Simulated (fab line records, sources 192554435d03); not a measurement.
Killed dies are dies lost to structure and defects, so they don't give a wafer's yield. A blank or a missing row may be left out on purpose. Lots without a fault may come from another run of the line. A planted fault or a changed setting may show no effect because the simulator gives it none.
Chamber matching | flow n5_finfet | N5_HKMG_FIN_CMP_23 on cmp-02: 4 sister chambers
The step polishes, stops on SiNx, t overpolish 10 s, target thk 46.326 nm. 4 wafers are shown with their chamber, then 9 later ones without.

WAFERS WITH THEIR CHAMBER
wafer  | chamber | motor_current_A (A)
L086.1 | 3       | 12.5
L088.3 | 2       | 10.8
L090.3 | 0       | 12.1
L090.5 | 1       | 10.7

WAFERS WITHOUT THEIR CHAMBER
wafer  | motor_current_A (A)
L092.1 | 11.1
L092.2 | 12.2
L092.3 | 12.1
L094.3 | 10.4
L094.5 | 11.6
L094.6 | 12.2
L096.1 | 10.5
L096.4 | 12.1
L096.5 | 10.1

WHICH CHAMBER EACH WENT THROUGH
wafer  | from the rows above               | in truth
L092.1 | can't be placed: 2 or 1           | 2
L092.2 | can't be placed: 0 or 3           | 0
L092.3 | can't be placed: 0 or 3           | 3
L094.3 | can't be placed: 1 or 2           | 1
L094.5 | can't be placed: 0 or 2 or 1 or 3 | 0
L094.6 | can't be placed: 0 or 3           | 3
L096.1 | can't be placed: 1 or 2           | 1
L096.4 | can't be placed: 0 or 3           | 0
L096.5 | can't be placed: 1 or 2           | 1
Placed correctly: 0 of 9. Can't be placed from these rows: 9 (the true chamber is among the candidates in 9). Placed wrongly: 0.
How it was worked out, from the rows above alone: a wafer's distance from a chamber is the root of the sum, over the readings, of the square of ((its reading less the chamber's mean) divided by the reading's scatter). The wafer belongs to the nearest chamber; if the next one is less than 2 further off, it can't be placed. A chamber's mean is the mean of its shown wafers. The scatter: with one shown wafer a chamber, the root of the mean of the squares of how far each hidden wafer lies from its nearest shown one.
